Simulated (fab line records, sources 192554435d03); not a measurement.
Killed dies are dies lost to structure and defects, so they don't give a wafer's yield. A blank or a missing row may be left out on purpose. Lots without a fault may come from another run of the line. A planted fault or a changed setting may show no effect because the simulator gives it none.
fab line records | flow n5_finfet
record lots=4 wafers=12 last_day=17
route steps=1938 shown BEOL_M4@1099 BEOL_M5@1112 BEOL_M7@1283 PASSIVATION@1936
lots that met no fault: from a run of the same line without faults
start_h: hours from the record's first day to the start of the lot's first wafer shown | wait_h: hours since the lot's step before | " the same as in the row above | L1.1+2: a row that stands for several wafers | - no value, or no start given | * or withheld: withheld | < > ~ a bound
route shown NAME@n: a module of which the file shows steps, and the number in the route of the first | usual: mean/standard deviation of fault-free wafers | same: alike in all rows | chamber/n: place in a boat | sites: the reading at each site | _std_site: their standard deviation | _edge_site: outer sites' mean less inner sites' | radius_mm: how far each site lies from the wafer's centre | mask NAME#n: copy n | behind: the tool/chamber that last shaped the wafer | hold: why the lot was held/for how many hours/how that ended | device: the transistor (n, p or np) that didn't switch | end of line: the same wafers' tests at the end of the route | a step without rows: its recipe alone | killed: dies lost to structure and defects at the first sort, not the wafer's yield | map: a wafer's dies, x killed, . not, _ none there
set.NAME: the setting as run; set.NAME@STEP: as run at that earlier step | model.NAME: the simulator's own value behind a step, which no gauge read
lots at some steps of the route; a table a step, a row a wafer
services: from which hour (start_h, from the record's first day; less than 0 if before it) a tool's chamber was out of use, for how many hours, and why
## steps
# step N5_BEOL_M4_ANNEAL_95
# recipe temp_c=400 time_s=240 ambient=vacuum
# step N5_BEOL_M4_SPUTTER_96
# recipe material=Cu target_thk_a=45 temp_c=-20 chamber_pressure_pa=0.07 power_w=withheld time_s=8.29
# step N5_BEOL_M4_ECD_50
# recipe material=Cu target_thk_a=3000
# step N5_BEOL_M4_ANNEAL_51
# recipe temp_c=225 time_s=90 ambient=N2
# step N5_BEOL_M4_CMP_52
# recipe stop_on=SiOC t_overpolish_s=6.8 down_force_psi=1 platen_rpm=50 clearing_platen_down_force_psi=1.5 clearing_platen_rpm=50 post_cmp_clean=cu_alkaline target_thk_nm=40 clearing_platen_pad_velocity_m_s=0.99484 pad_velocity_m_s=0.99484
# step N5_BEOL_M4_PRE_CLEAN_60
# recipe gas=NH3/H2 time_s=15 temp_c=* rf_power_w=300
# step N5_BEOL_M4_CO_CAP_55
# recipe material=Co target_thk_a=20 temp_c=200 precursor=CCTBA/H2 pressure_torr=30 time_s=102.1
# step N5_BEOL_M4_PRE_CLEAN_56
# recipe gas=NH3 time_s=15 temp_c=withheld rf_power_w=300
# step N5_BEOL_M4_DEP_57
# recipe material=SiCN target_thk_a=80 temp_c=withheld precursor=3MS/NH3 pressure_torr=3 rf_w=202 time_s=14
# step N5_BEOL_M4_RC_MEAS_101
# usual DIBL_N=35.8/1.5 DIBL_P=35.9/1.8 IOFF_N=0.152/0.025 IOFF_P=0.21/0.031 ION_N=672/11 ION_P=462/7.4 SS_N=71.5/0.52 SS_P=73.2/0.54 VT_N=250/3 VT_P=-250/3.3
# columns lot.wafer tool chamber start_h wait_h DIBL_N[mV/V] DIBL_P[mV/V] IOFF_N[nA/um] IOFF_P[nA/um] ION_N[uA/um] ION_P[uA/um] SS_N[mV/dec] SS_P[mV/dec] VT_N[mV] VT_P[mV]
L720.4 prober-01 0 264.18 0.5 33.9 34.5 0.137 0.21 658 459 71.7 72.7 251 -250
L720.5 " 0 " " 36.2 36.7 0.179 0.25 665 467 72.8 73.0 247 -245
L720.6 " 0 " " 36.5 38.1 0.194 0.27 694 476 72.0 73.1 247 -247
L721.3 prober-01 0 285.21 0.3 35.5 35.8 0.171 0.21 661 456 71.7 73.2 246 -249
L721.4 " 0 " " 36.2 37.2 0.177 0.23 693 470 70.9 73.8 246 -248
L721.5 " 0 " " 36.6 37.0 0.176 0.22 672 458 71.3 74.2 248 -248
L723.2 prober-02 0 285.99 0.2 34.3 35.6 0.129 0.20 669 464 71.0 73.1 256 -252
L723.3 " 0 " " 34.3 36.2 0.141 0.21 676 466 70.4 73.1 252 -253
L723.4 " 0 " " 36.2 38.6 0.161 0.24 677 468 71.2 73.8 250 -252
L726.2 prober-01 0 303.50 0.2 34.3 33.5 0.120 0.19 653 455 70.4 72.2 256 -250
L726.3 " 0 " " 38.3 38.4 0.200 0.28 685 470 71.4 72.8 249 -244
L726.5 " 0 " " 33.3 32.8 0.114 0.18 656 455 70.2 72.3 252 -251
# step N5_BEOL_M5_ILD_DEP_00
# recipe material=SiCOH_lowk target_thk_a=1406.4 temp_c=300 precursor=DEMS/porogen pressure_torr=5 rf_w=500 time_s=25.9
# step N5_BEOL_M5_CURE_79
# recipe temp_c=385 time_s=240 ambient=He/Ar material=SiCOH_lowk
# step N5_BEOL_M5_PECVD_70
# recipe material=SiO2 target_thk_a=160 temp_c=400 precursor=TEOS/O2 pressure_torr=5.5 rf_w=450 teos_flow_sccm=53.8 gas=O2 flow_sccm=3000 time_s=18
# step N5_BEOL_M5_HM_DEP_02
# recipe material=TiN target_thk_a=200 temp_c=25 chamber_pressure_pa=0.49996
# step N5_BEOL_M5_COAT_59
# recipe resist=SOC temp_c=250 time_s=60 spin_rpm=1500 resist_thk_nm=60
# step N5_BEOL_M5_COAT_60
# recipe resist=SiARC temp_c=220 time_s=60 spin_rpm=1500 resist_thk_nm=12
# step N5_BEOL_M5_COAT_71
# recipe resist=underlayer temp_c=205 time_s=60 spin_rpm=1500 resist_thk_nm=5
# step N5_BEOL_M5_COAT_05
# recipe resist=CAR-EUV spin_rpm=1500 resist_thk_nm=30
# step N5_BEOL_M5_EBR_07
# recipe solvent=PGMEA ebr_width_mm=1.5
# step N5_BEOL_M5_SOFTBAKE_06
# recipe temp_c=110 time_s=60 resist=CAR-EUV
# step N5_BEOL_M5_EXPOSE_08
# recipe mask_id=M5 na=0.33 source_shape=annular sigma_inner=0.4 sigma_outer=0.8 polarization=unpolarized target_cd_nm=28 dose_mj=35.75
# step N5_BEOL_M5_PEB_09
# recipe peb_temp_c=100 peb_time_s=60 resist=CAR-EUV
# step N5_BEOL_M5_DEVELOP_10
# recipe develop_time_s=30 developer=TMAH resist=CAR-EUV rinse_liquid=surfactant_rinse dry=air_spin dev_temp_c=23
# step N5_BEOL_M5_DESCUM_16
# recipe chemistry=O2 time_s=7 source_power_w=50 bias_power_w=20 pressure_mtorr=20 rf_frequency_hz=2.712e+07 temp_c=40 resist=CAR-EUV o2_flow_sccm=225
# step N5_BEOL_M5_ETCH_72
# recipe chemistry=N2/H2 target=underlayer target_depth_a=65 mask_material=CAR-EUV time_s=5.2 ion_energy_ev=200 pressure_mtorr=30 source_w=840 bias_w=150 n2_flow_sccm=200 h2_flow_sccm=200 ends=cleared
# step N5_BEOL_M5_ETCH_61
# recipe chemistry=CF4 target=SiARC target_depth_a=156 mask_material=CAR-EUV time_s=26 ion_energy_ev=80 pressure_mtorr=40 source_w=545 bias_w=36 Ar_flow_sccm=100 cf4_flow_sccm=100 ends=cleared
# step N5_BEOL_M5_ETCH_62
# recipe chemistry=N2/H2 target=SOC target_depth_a=750 overetch_a=150 mask_material=SiARC temp_c=40 time_s=112.5 ion_energy_ev=200 pressure_mtorr=30 source_w=840 bias_w=150 n2_flow_sccm=200 h2_flow_sccm=200
# step N5_BEOL_M5_STRIP_63
# recipe chemistry=N2/H2 temp_c=40 n2_flow_sccm=200 h2_flow_sccm=200 rf_frequency_hz=6e+07
# step N5_BEOL_M5_STRIP_73
# recipe chemistry=N2/H2 temp_c=40 n2_flow_sccm=200 h2_flow_sccm=200 rf_frequency_hz=6e+07
# step N5_BEOL_M5_STRIP_64
# recipe chemistry=CF4 resist=SiARC power_w=300 bias_power_w=75 pressure_mtorr=50 cf4_flow_sccm=150 rf_frequency_hz=6e+07
# step N5_BEOL_M5_HM_OPEN_17
# recipe chemistry=Cl2/BCl3 target_depth_a=200 overetch_a=60 target=TiN mask_material=SOC ion_energy_ev=150 pressure_mtorr=10 icp_w=1000 bias_w=126 Cl2_flow_sccm=53.25 bcl3_flow_sccm=21.75 Ar_flow_sccm=25
# step N5_BEOL_M5_STRIP_19
# recipe chemistry=O2 power_w=400 temp_c=40 pressure_mtorr=30 rf_frequency_hz=6e+07 bias_power_w=0 overash_fraction=0.2 o2_flow_sccm=225
# step N5_BEOL_M5_COAT_65
# recipe resist=SOC temp_c=250 time_s=60 spin_rpm=1500 resist_thk_nm=60
# step N5_BEOL_M5_COAT_66
# recipe resist=SiARC temp_c=220 time_s=60 spin_rpm=1500 resist_thk_nm=12
# step N5_BEOL_M7_STRIP_67
# recipe chemistry=CF4 resist=SiARC power_w=300 bias_power_w=75 pressure_mtorr=50 cf4_flow_sccm=150 rf_frequency_hz=6e+07
# usual bias_power_w=75.00/0.25 cf4_flow_sccm=149.9/0.49 drypump_motor_current_A=5.6/0.3 oes_product_au=0.79/0.085 rf_vpp_V=271.5/1.3 showerhead_plenum_p_Torr=1.81/0.038 throttle_valve_pct=13.57/0.19
# columns lot.wafer tool chamber start_h wait_h bias_power_w cf4_flow_sccm drypump_motor_current_A oes_product_au rf_hours_counter_h rf_vpp_V showerhead_plenum_p_Torr throttle_valve_pct model.SiARC_of_BEOL_M7_COAT_60.thk_nm
L720.4 rie_diel-01 0 289.61 0.0 - - - - - - - - 28.6
L720.5 " 1 " " - - - - - - - - 28.2
L720.6 " 0 " " - - - - - - - - 28.6
L721.3 rie_diel-05 1 308.78 0.0 - - - - - - - - 28
L721.4 " 2 " " - - - - - - - - 28
L721.5 " 0 " " - - - - - - - - 28.2
L723.2 rie_diel-01 1 309.11 0.0 74.91 149.9 5.9 0.92 19 272.5 1.84 13.56 0
L723.3 " 2 " " 74.77 150.3 5.3 0.95 10 272.2 1.76 13.18 0
L723.4 " 3 " " 74.98 150.0 5.7 0.71 243 273.6 1.84 13.57 0
L726.2 rie_diel-05 0 325.56 0.0 74.88 148.9 6.0 0.72 211 272.5 1.85 13.60 0
L726.3 " 1 " " 75.21 150.2 5.2 0.77 133 272.1 1.80 13.45 0
L726.5 " 2 " " 74.77 150.7 5.6 0.80 - 270.9 1.81 13.57 0
# step N5_BEOL_M7_STRIP_19
# recipe chemistry=O2 power_w=400 temp_c=40 pressure_mtorr=30 rf_frequency_hz=6e+07 bias_power_w=0 overash_fraction=0.2 o2_flow_sccm=225
# usual chamber_pressure_mTorr=30.00/0.033 drypump_motor_current_A=5.7/0.31 oes_product_au=0.79/0.089 rf_vpp_V=3.7/0.58 showerhead_plenum_p_Torr=2.12/0.043 throttle_valve_pct=16.64/0.2
# same bias_power_w=0
# columns lot.wafer tool chamber start_h wait_h chamber_pressure_mTorr drypump_motor_current_A oes_product_au rf_hours_counter_h rf_vpp_V showerhead_plenum_p_Torr throttle_valve_pct model.SOC_of_BEOL_M7_COAT_59.thk_nm
L720.4 rie_diel-05 3 289.94 0.2 30.08 5.6 0.67 247 3.7 2.07 17.00 91.4
L720.5 " 0 " " 30.07 6.0 0.74 - 3.6 2.17 16.60 91.4
L720.6 " 1 " " 30.06 5.3 0.77 - 4.3 2.11 16.52 91.8
L721.3 rie_diel-01 1 309.13 0.2 30.05 6.0 0.91 20 3.8 2.17 16.80 91.8
L721.4 " 0 " " 29.95 6.1 0.82 60 3.5 2.15 16.75 92.2
L721.5 " 3 " " 29.95 5.7 0.71 - 2.9 2.13 16.46 91.6
L723.2 rie_diel-06 2 309.26 0.1 30.01 5.6 0.69 229 3.8 2.08 16.95 0
L723.3 " 0 " " 29.97 5.8 0.69 212 3.8 2.13 16.65 0
L723.4 " 3 " " 30.01 5.3 0.79 116 3.6 2.02 16.68 0
L726.2 rie_diel-01 3 325.80 0.1 30.02 5.7 0.71 249 4.2 2.13 16.48 0
L726.3 " 0 " " 29.97 6.1 0.81 66 2.9 2.15 16.80 0
L726.5 " 2 " " 30.03 5.2 0.92 - 3.7 2.07 16.41 0
# step N5_BEOL_M7_ETCH_66
# recipe chemistry=N2/H2 target=SOC target_depth_a=800 overetch_a=160 mask_material=SiARC temp_c=40 time_s=120 ion_energy_ev=200 pressure_mtorr=30 source_w=840 bias_w=150 n2_flow_sccm=200 h2_flow_sccm=200
# usual drypump_motor_current_A=5.6/0.31 h2_flow_sccm=200.0/0.57 oes_product_au=0.60/0.064 rf_vpp_V=524.6/1.8 showerhead_plenum_p_Torr=2.57/0.055 throttle_valve_pct=17.88/0.22
# columns lot.wafer tool chamber start_h wait_h drypump_motor_current_A h2_flow_sccm oes_product_au rf_hours_counter_h rf_vpp_V showerhead_plenum_p_Torr throttle_valve_pct model.etch.depth_nm
L720.4 rie_diel-01 1 292.16 0.0 6.0 199.3 0.94 14 524.7 2.61 18.03 99.07
L720.5 " 3 " " 5.8 199.8 0.73 - 526.1 2.61 17.69 98.2
L720.6 " 0 " " 6.1 200.8 0.83 - 526.5 2.60 18.05 94.6
L721.3 rie_diel-06 3 309.88 0.0 5.3 199.7 0.80 116 522.6 2.47 18.03 97.12
L721.4 " 1 " " 5.3 199.5 0.87 34 526.3 2.58 17.37 93.4
L721.5 " 3 " " 5.3 200.4 0.80 - 522.8 2.47 18.03 96.65
L723.2 rie_diel-05 2 310.00 0.0 5.6 200.5 0.62 92 523.4 2.58 18.02 60.38
L723.3 " 0 " " 6.1 200.0 0.55 205 528.1 2.63 17.82 60.33
L723.4 " 1 " " 5.3 199.5 0.59 - 523.7 2.57 17.76 60.37
L726.2 rie_diel-05 3 328.23 0.0 5.6 200.5 0.71 5 523.6 2.48 17.48 59.95
L726.3 " 2 " " 5.6 199.7 0.61 98 524.6 2.58 18.02 60.03
L726.5 " 2 " " 5.6 200.1 0.62 - 522.8 2.58 18.04 60.19
# step N5_BEOL_M7_VIA_ETCH_34
# recipe chemistry=C4F6/O2 target=SiCOH_lowk target_depth_a=1255 mask_material=SOC taper_deg=4 time_s=50.5 ion_energy_ev=250 pressure_mtorr=30 source_w=345 bias_w=185 Ar_flow_sccm=300 C4F6_flow_sccm=10 O2_flow_sccm=10
# usual drypump_motor_current_A=5.6/0.31 oes_product_au=0.78/0.087 rf_vpp_V=667/9.6 showerhead_plenum_p_Torr=2.87/0.059 throttle_valve_pct=20.85/0.18
# columns lot.wafer tool chamber start_h wait_h drypump_motor_current_A oes_product_au rf_hours_counter_h rf_vpp_V showerhead_plenum_p_Torr throttle_valve_pct
L720.4 rie_diel-01 1 292.26 0.0 5.9 0.35 14 671 2.89 20.69
L720.5 " 3 " " 5.8 0.27 - 677 2.92 20.55
L720.6 " 0 " " 6.1 0.32 - 653 2.86 20.62
L721.3 rie_diel-06 3 309.98 0.0 5.3 0.30 116 654 2.75 20.79
L721.4 " 1 " " 5.3 0.34 34 658 2.92 20.51
L721.5 " 3 " " 5.3 0.30 - 656 2.75 20.77
L723.2 rie_diel-05 2 310.10 0.0 5.6 0.81 92 676 2.88 20.95
L723.3 " 0 " " 6.0 0.72 205 671 2.97 20.93
L723.4 " 1 " " 5.3 0.77 - 681 2.82 20.55
L726.2 rie_diel-05 3 328.33 0.0 5.6 0.94 5 659 2.79 20.76
L726.3 " 2 " " 5.5 0.80 98 678 2.88 20.96
L726.5 " 2 " " 5.6 0.79 - 680 2.88 20.97
# step N5_BEOL_M7_ETCH_41
# recipe chemistry=CH3F/O2 target=SiCN target_depth_a=319 taper_deg=2 time_s=57.8 ion_energy_ev=120 mask_material=TiN pressure_mtorr=30 source_w=395 bias_w=75 Ar_flow_sccm=150 CH3F_flow_sccm=30 O2_flow_sccm=20
# usual drypump_motor_current_A=5.6/0.31 oes_product_au=0.78/0.086 rf_vpp_V=297.7/1.1 showerhead_plenum_p_Torr=2.02/0.043 throttle_valve_pct=16.29/0.19
# columns lot.wafer tool chamber start_h wait_h drypump_motor_current_A oes_product_au rf_hours_counter_h rf_vpp_V showerhead_plenum_p_Torr throttle_valve_pct model.SiARC_of_BEOL_M7_COAT_60.thk_nm
L720.4 rie_diel-01 1 - - 5.9 0.92 14 299.2 2.04 16.26 18
L720.5 " 3 " " 5.8 0.71 - 299.5 2.05 16.21 17.4
L720.6 " 0 " " 6.1 0.82 - 299.1 2.02 16.21 18.2
L721.3 rie_diel-06 3 - - 5.3 0.79 116 296.9 1.93 16.33 17.4
L721.4 " 1 " " 5.3 0.88 34 298.9 2.05 16.03 17.6
L721.5 " 3 " " 5.3 0.80 - 296.2 1.93 16.31 17.6
L723.2 rie_diel-05 2 - - 5.6 0.81 92 298.8 2.02 16.31 0
L723.3 " 0 " " 6.0 0.73 205 298.8 2.09 16.36 0
L723.4 " 1 " " 5.3 0.79 - 296.6 1.99 16.08 0
L726.2 rie_diel-05 3 - - 5.5 0.95 5 296.9 1.96 16.16 0
L726.3 " 2 " " 5.5 0.80 98 299.0 2.02 16.33 0
L726.5 " 2 " " 5.6 0.80 - 298.9 2.02 16.33 0
# step N5_BEOL_M7_OCD_MEAS_38
# usual trench_depth_nm=93.2/1.7
# columns lot.wafer tool chamber start_h wait_h trench_depth_nm
L720.4 ocd-01 - 292.51 - -
L720.5 " - " " -
L720.6 " - " " -
L721.3 ocd-01 - 310.23 - -
L721.4 " - " " -
L721.5 " - " " -
L723.2 ocd-02 - 310.35 - 93.8
L723.3 " - " " 93.8
L723.4 " - " " 95.4
L726.2 ocd-02 - 328.58 - 95.3
L726.3 " - " " 93.8
L726.5 " - " " 94.1
# step N5_PASSIVATION_PROBE_49
# usual defect_limited_yield=91.7/1.7 killed_at_M0_to_M3=34/10 killed_at_M4_up=13/5.1 killed_at_contacts=12/6.2 killed_at_front_end=36/12 killed_at_other=3.2/2.6 killed_dies=98/20 killed_on_rim=13/4.5 killed_open=65/13 killed_short=32/8.4 sort_bin_5_function=4.8/1.1 sort_bin_6_memory=3.2/0.74 sort_n_pass=1082/20 sort_yield_pct=91.7/1.7
# same gross_dies=1180 killed_at_back_side=0 sort_bin_4_leakage[%]=0 sort_bin_8_speed[%]=0
# columns lot.wafer tool chamber start_h wait_h defect_limited_yield[%] killed_at_M0_to_M3 killed_at_M4_up killed_at_contacts killed_at_front_end killed_at_other killed_dies killed_on_rim killed_open killed_short sort_bin_5_function[%] sort_bin_6_memory[%] sort_n_pass sort_yield_pct[%]
L720.4 prober-02 - 368.55 0.2 0 46 1085 13 30 6 1180 152 80 28 95.1 4.4 0 0
L720.5 prober-02 - 368.60 0.2 0 20 1090 19 49 2 1180 152 70 33 96.6 3.1 0 0
L720.6 prober-02 - 368.65 0.3 0 40 1108 7 22 3 1180 152 69 38 96.0 3.7 0 0
L721.3 prober-01 - 376.59 0.1 0 22 1085 14 50 9 1180 152 78 43 95.3 4.5 0 0
L721.4 prober-01 - 376.64 0.2 0 37 1095 9 38 1 1180 152 66 28 96.6 3.3 0 0
L721.5 prober-01 - 376.69 0.2 0 33 1068 17 57 5 1180 152 88 41 95.8 3.8 0 0
L723.2 prober-02 - 381.95 0.1 90.1 52 14 14 35 2 117 15 80 36 5.8 4.0 1063 90.1
L723.3 prober-02 - 382.00 0.1 92.7 40 13 7 23 3 86 11 57 29 3.4 3.2 1094 92.7
L723.4 prober-02 - 382.05 0.2 93.1 23 18 10 30 1 82 15 55 25 4.2 2.6 1098 93.1
# killed by level:class
L720.4 BEOL_M7:area_etch=1072 FIN_SAQP:geometric_particle:open=14 BEOL_M0_SAQP:geometric_particle:open=13 MOL_CONTACT_COAG:geometric_particle:open=12 BEOL_M2:geometric_particle:open=8 BEOL_M3:geometric_particle:open=7 BEOL_M4:geometric_particle:open=7 FIN_SAQP:geometric_particle:short=6
L720.5 BEOL_M7:area_etch=1077 STI_FIN_REVEAL:geometric_particle:open=19 MOL_CONTACT_COAG:geometric_particle:open=15 FIN_SAQP:geometric_particle:short=12 BEOL_M0_SAQP:geometric_particle:open=7 BEOL_M4:geometric_particle:open=7 FIN_SAQP:geometric_particle:open=5 BEOL_M3:geometric_particle:open=5
L720.6 BEOL_M7:area_etch=1072 BEOL_M4:geometric_particle:open=23 BEOL_M0_SAQP:geometric_particle:short=15 BEOL_M0_SAQP:geometric_particle:open=12 STARTING-WAFER:geometric_particle:short=6 MOL_CONTACT_COAG:geometric_particle:open=5 DUMMY_GATE:geometric_particle:open=4 BEOL_M3:geometric_particle:open=4
L721.3 BEOL_M7:area_etch=1059 STI_FIN_REVEAL:geometric_particle:open=11 MOL_CONTACT_COAG:geometric_particle:open=11 GATE_CUT:geometric_particle:short=10 BEOL_M5:geometric_particle:open=8 BEOL_M2:geometric_particle:open=7 BEOL_M4:geometric_particle:open=7 FIN_SAQP:geometric_particle:short=6
L721.4 BEOL_M7:area_etch=1084 GATE_CUT:geometric_particle:open=9 GATE_CUT:geometric_particle:short=9 BEOL_M3:geometric_particle:open=9 MOL_CONTACT_COAG:geometric_particle:open=7 BEOL_M2:geometric_particle:open=7 STI_FIN_REVEAL:geometric_particle:open=6 BEOL_M0_SAQP:geometric_particle:open=6
L721.5 BEOL_M7:area_etch=1050 FIN_SAQP:geometric_particle:open=14 MOL_CONTACT_COAG:geometric_particle:open=14 STI_FIN_REVEAL:geometric_particle:open=9 BEOL_M2:geometric_particle:open=9 BEOL_M4:geometric_particle:open=9 FIN_SAQP:geometric_particle:short=8 GATE_CUT:geometric_particle:short=7
L723.2 BEOL_M0_SAQP:geometric_particle:open=19 BEOL_M0_SAQP:geometric_particle:short=12 MOL_CONTACT_COAG:geometric_particle:open=11 BEOL_M2:geometric_particle:open=11 FIN_SAQP:geometric_particle:open=7 STI_FIN_REVEAL:geometric_particle:open=6 FIN_SAQP:geometric_particle:short=5 BEOL_M1:geometric_particle:open=5
L723.3 BEOL_M2:geometric_particle:open=12 BEOL_M0_SAQP:geometric_particle:short=9 MOL_CONTACT_COAG:geometric_particle:open=7 BEOL_M0_SAQP:geometric_particle:open=6 BEOL_M4:geometric_particle:short=6 BEOL_M1:geometric_particle:open=5 STI_FIN_REVEAL:geometric_particle:open=4 GATE_CUT:geometric_particle:short=4
L723.4 MOL_CONTACT_COAG:geometric_particle:open=8 FIN_SAQP:geometric_particle:short=6 BEOL_M0_SAQP:geometric_particle:short=6 DUMMY_GATE:geometric_particle:open=5 STI_FIN_REVEAL:geometric_particle:open=5 BEOL_M2:geometric_particle:open=5 BEOL_M4:geometric_particle:open=5 FIN_SAQP:geometric_particle:open=4
# map L720.4 (x killed, . not)
_________________xxxxxxxxxxxx________________
______________xxxxxxxxxxxxxxxxxx_____________
___________xxxxxxxxxxxxxxxxxxxxxxxx__________
__________xxxxxxxxxxxxxxxxxxxxxxxxxx_________
________xxxxxxxxxxxxxxxxxxxxxxxxxxxxxx_______
_______xxxxxxxxxxxxxxxxxxxxxxxxxxxxxxxx______
______xxxxxxxxxxxxxxxxxxxxxxxxxxxxxxxxxx_____
_____xxxxxxxxxxxxxxxxxxxxxxxxxxxxxxxxxxxx____
____xxxxxxxxxxxxxxxxxxxxxxxxxxxxxxxxxxxxxx___
___xxxxxxxxxxxxxxxxxxxxxxxxxxxxxxxxxxxxxxxx__
___xxxxxxxxxxxxxxxxxxxxxxxxxxxxxxxxxxxxxxxx__
__xxxxxxxxxxxxxxxxxxxxxxxxxxxxxxxxxxxxxxxxxx_
__xxxxxxxxxxxxxxxxxxxxxxxxxxxxxxxxxxxxxxxxxx_
_xxxxxxxxxxxxxxxxxxxxxxxxxxxxxxxxxxxxxxxxxxxx
_xxxxxxxxxxxxxxxxxxxxxxxxxxxxxxxxxxxxxxxxxxxx
_xxxxxxxxxxxxxxxxxxxxxxxxxxxxxxxxxxxxxxxxxxxx
_xxxxxxxxxxxxxxxxxxxxxxxxxxxxxxxxxxxxxxxxxxxx
_xxxxxxxxxxxxxxxxxxxxxxxxxxxxxxxxxxxxxxxxxxxx
_xxxxxxxxxxxxxxxxxxxxxxxxxxxxxxxxxxxxxxxxxxxx
_xxxxxxxxxxxxxxxxxxxxxxxxxxxxxxxxxxxxxxxxxxxx
_xxxxxxxxxxxxxxxxxxxxxxxxxxxxxxxxxxxxxxxxxxxx
__xxxxxxxxxxxxxxxxxxxxxxxxxxxxxxxxxxxxxxxxxx_
__xxxxxxxxxxxxxxxxxxxxxxxxxxxxxxxxxxxxxxxxxx_
___xxxxxxxxxxxxxxxxxxxxxxxxxxxxxxxxxxxxxxxx__
___xxxxxxxxxxxxxxxxxxxxxxxxxxxxxxxxxxxxxxxx__
____xxxxxxxxxxxxxxxxxxxxxxxxxxxxxxxxxxxxxx___
_____xxxxxxxxxxxxxxxxxxxxxxxxxxxxxxxxxxxx____
______xxxxxxxxxxxxxxxxxxxxxxxxxxxxxxxxxx_____
_______xxxxxxxxxxxxxxxxxxxxxxxxxxxxxxxx______
________xxxxxxxxxxxxxxxxxxxxxxxxxxxxxx_______
__________xxxxxxxxxxxxxxxxxxxxxxxxxx_________
___________xxxxxxxxxxxxxxxxxxxxxxxx__________
______________xxxxxxxxxxxxxxxxxx_____________
_________________xxxxxxxxxxxx________________
# map L721.3 (x killed, . not)
_________________xxxxxxxxxxxx________________
______________xxxxxxxxxxxxxxxxxx_____________
___________xxxxxxxxxxxxxxxxxxxxxxxx__________
__________xxxxxxxxxxxxxxxxxxxxxxxxxx_________
________xxxxxxxxxxxxxxxxxxxxxxxxxxxxxx_______
_______xxxxxxxxxxxxxxxxxxxxxxxxxxxxxxxx______
______xxxxxxxxxxxxxxxxxxxxxxxxxxxxxxxxxx_____
_____xxxxxxxxxxxxxxxxxxxxxxxxxxxxxxxxxxxx____
____xxxxxxxxxxxxxxxxxxxxxxxxxxxxxxxxxxxxxx___
___xxxxxxxxxxxxxxxxxxxxxxxxxxxxxxxxxxxxxxxx__
___xxxxxxxxxxxxxxxxxxxxxxxxxxxxxxxxxxxxxxxx__
__xxxxxxxxxxxxxxxxxxxxxxxxxxxxxxxxxxxxxxxxxx_
__xxxxxxxxxxxxxxxxxxxxxxxxxxxxxxxxxxxxxxxxxx_
_xxxxxxxxxxxxxxxxxxxxxxxxxxxxxxxxxxxxxxxxxxxx
_xxxxxxxxxxxxxxxxxxxxxxxxxxxxxxxxxxxxxxxxxxxx
_xxxxxxxxxxxxxxxxxxxxxxxxxxxxxxxxxxxxxxxxxxxx
_xxxxxxxxxxxxxxxxxxxxxxxxxxxxxxxxxxxxxxxxxxxx
_xxxxxxxxxxxxxxxxxxxxxxxxxxxxxxxxxxxxxxxxxxxx
_xxxxxxxxxxxxxxxxxxxxxxxxxxxxxxxxxxxxxxxxxxxx
_xxxxxxxxxxxxxxxxxxxxxxxxxxxxxxxxxxxxxxxxxxxx
_xxxxxxxxxxxxxxxxxxxxxxxxxxxxxxxxxxxxxxxxxxxx
__xxxxxxxxxxxxxxxxxxxxxxxxxxxxxxxxxxxxxxxxxx_
__xxxxxxxxxxxxxxxxxxxxxxxxxxxxxxxxxxxxxxxxxx_
___xxxxxxxxxxxxxxxxxxxxxxxxxxxxxxxxxxxxxxxx__
___xxxxxxxxxxxxxxxxxxxxxxxxxxxxxxxxxxxxxxxx__
____xxxxxxxxxxxxxxxxxxxxxxxxxxxxxxxxxxxxxx___
_____xxxxxxxxxxxxxxxxxxxxxxxxxxxxxxxxxxxx____
______xxxxxxxxxxxxxxxxxxxxxxxxxxxxxxxxxx_____
_______xxxxxxxxxxxxxxxxxxxxxxxxxxxxxxxx______
________xxxxxxxxxxxxxxxxxxxxxxxxxxxxxx_______
__________xxxxxxxxxxxxxxxxxxxxxxxxxx_________
___________xxxxxxxxxxxxxxxxxxxxxxxx__________
______________xxxxxxxxxxxxxxxxxx_____________
_________________xxxxxxxxxxxx________________
## services
# columns tool chamber start_h hours kind
rie_diel-06 0 274.36 3.1 repair
rie_diel-06 3 294.02 4.3 repair
rie_diel-05 3 300.48 - clean
rie_diel-05 3 300.48 - consumable_replace:focus_ring
rie_diel-05 3 300.48 12.2 scheduled_down
rie_diel-05 3 300.48 12.2 vent_cycle
## key
first_sign step=N5_BEOL_M7_STRIP_67 reading=tool_record direction=missing
effect step=N5_BEOL_M7_ETCH_66 reading=oes_product_au direction=up sigmas=3.6 usual=0.60 struck=0.83
effect step=N5_BEOL_M7_VIA_ETCH_34 reading=oes_product_au direction=down sigmas=5.4 usual=0.78 struck=0.31
effect step=N5_BEOL_M7_OCD_MEAS_38 reading=trench_depth_nm direction=missing
effect step=N5_PASSIVATION_PROBE_49 reading=killed_at_M4_up direction=up sigmas=99+ usual=13 struck=1088
model_effect step=N5_BEOL_M7_STRIP_67 value=SiARC_of_BEOL_M7_COAT_60.thk_nm without=0 struck=28.27
model_effect step=N5_BEOL_M7_STRIP_19 value=SOC_of_BEOL_M7_COAT_59.thk_nm without=0 struck=91.7
model_effect step=N5_BEOL_M7_ETCH_66 value=etch.depth_nm without=59.93 struck=96.51
model_effect step=N5_BEOL_M7_ETCH_41 value=SiARC_of_BEOL_M7_COAT_60.thk_nm without=0 struck=17.7
more_kills_born_at N5_BEOL_M7_ETCH_66@rie_diel-01=3221 N5_BEOL_M7_ETCH_66@rie_diel-06=3193
met_at N5_BEOL_M7_STRIP_67
struck_wafers L720.4,L720.5,L720.6,L721.3,L721.4,L721.5
later_rows_left_out L720.4,L720.5,L720.6,L721.3,L721.4,L721.5
fault kind=skipped_step_whole tool=rie_diel-01,rie_diel-05 chamber=- onset_h=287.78 steps=N5_BEOL_M7_STRIP_67 scope=struck_lots_only
# later_rows_left_out: the simulator's readings of these wafers behind a module that went badly wrong aren't trusted and aren't shown, but for the sort
